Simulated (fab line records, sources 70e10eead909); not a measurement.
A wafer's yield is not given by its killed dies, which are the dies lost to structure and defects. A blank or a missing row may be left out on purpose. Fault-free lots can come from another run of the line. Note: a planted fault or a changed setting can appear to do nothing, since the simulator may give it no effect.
Code-filled problem report in 8D (eight disciplines) form | flow nand-harc | the parts of the form that need people (team, actions taken, sign-off) are left out

## 1. PROBLEM STATEMENT
Wafers without a fault read 156.6 W, standard deviation 0.42; heater-power-total-W at NHARC_P_M0_PEB_07 reads a mean of 160.2 W on 6 wafers belonging to 2 lots. That puts it +8.6 standard deviations away from the usual mean.
The step: peb time 65 s.
The first sign was on wafer L677.3 at day 8 08:28, on litho-track-06. At this step, 18 wafers from 6 lots have a number in the record. The rule behind "out" and "out of limits": a value lying over 4 standard deviations away from the usual mean. The rest of the wafers with a number are treated as sound.

## 2. WHAT THIS IS AND IS NOT
question                    | is                     | is not
which readings at this step | heater-power-total-W   | resist-line-temp-C
which lots                  | L677, L679             | L670, L673, L681, L685
which wafers of those lots  | all that have a number | -
read on which tools         | litho-track-06         | litho-track-01, litho-track-04
when                        | from day 8 08:28       | up to then (6 sound wafers); but 6 sound wafers of L681, L685 came after

## 3. WHAT RULES OUT EACH SUSPECT
Counting: a tool at a process step up to the reading stays a suspect if it ran every lot that is out and no sound lot after the first of them.
- litho-track-06 at NHARC_P_M0_PEB_07 (peb time 65 s): kept. It ran every lot that is out, first L677 (day 8 08:28), and no sound lot after that; its last sound lot up to then is L673 (day 7 09:40). Its own readings are out on those wafers: heater-power-total-W.
Left after counting: litho-track-06 at NHARC_P_M0_PEB_07.

## 4. THE CAUSE (what the simulator had put in)
Process parameter drift: litho-track-06, from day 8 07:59 on, at NHARC_P_M0_PEB_07. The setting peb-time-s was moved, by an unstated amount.
After counting, this tool was the only one left.

## 5. SEQUENCE OF EFFECTS, ordered by route
One row per reading whose mean, taken over the struck wafers that have a number, lies over 3 standard deviations from the usual. Only readings for which the record gives a usual standard deviation are gone through. hours: the time from each lot's start at the first step in this table that gives one to its start at this step, as a median over the lots. sigmas: the change in usual standard deviations.
hours | step              | reading              | usual   | on struck wafers | change | sigmas
0     | NHARC_P_M0_PEB_07 | heater-power-total-W | 156.6 W | 160.2            | +3.6   | +8.6
Here are the process steps it includes:
- NHARC_P_M0_PEB_07: peb time 65 s.
At these later measuring or inspecting steps, every struck wafer for which the step has a row has a number for every such reading, and none has moved that far: NHARC_P_M0_CD_MEAS_09, NHARC_P_M0_OVL_MEAS_10, NHARC_P_M0_INSPECT_11.

## 6. HOW IT WOULD HAVE BEEN CAUGHT EARLIER
First out-of-limits reading in this record: day 8 08:28, which is 0 hours after fault onset at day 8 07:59.
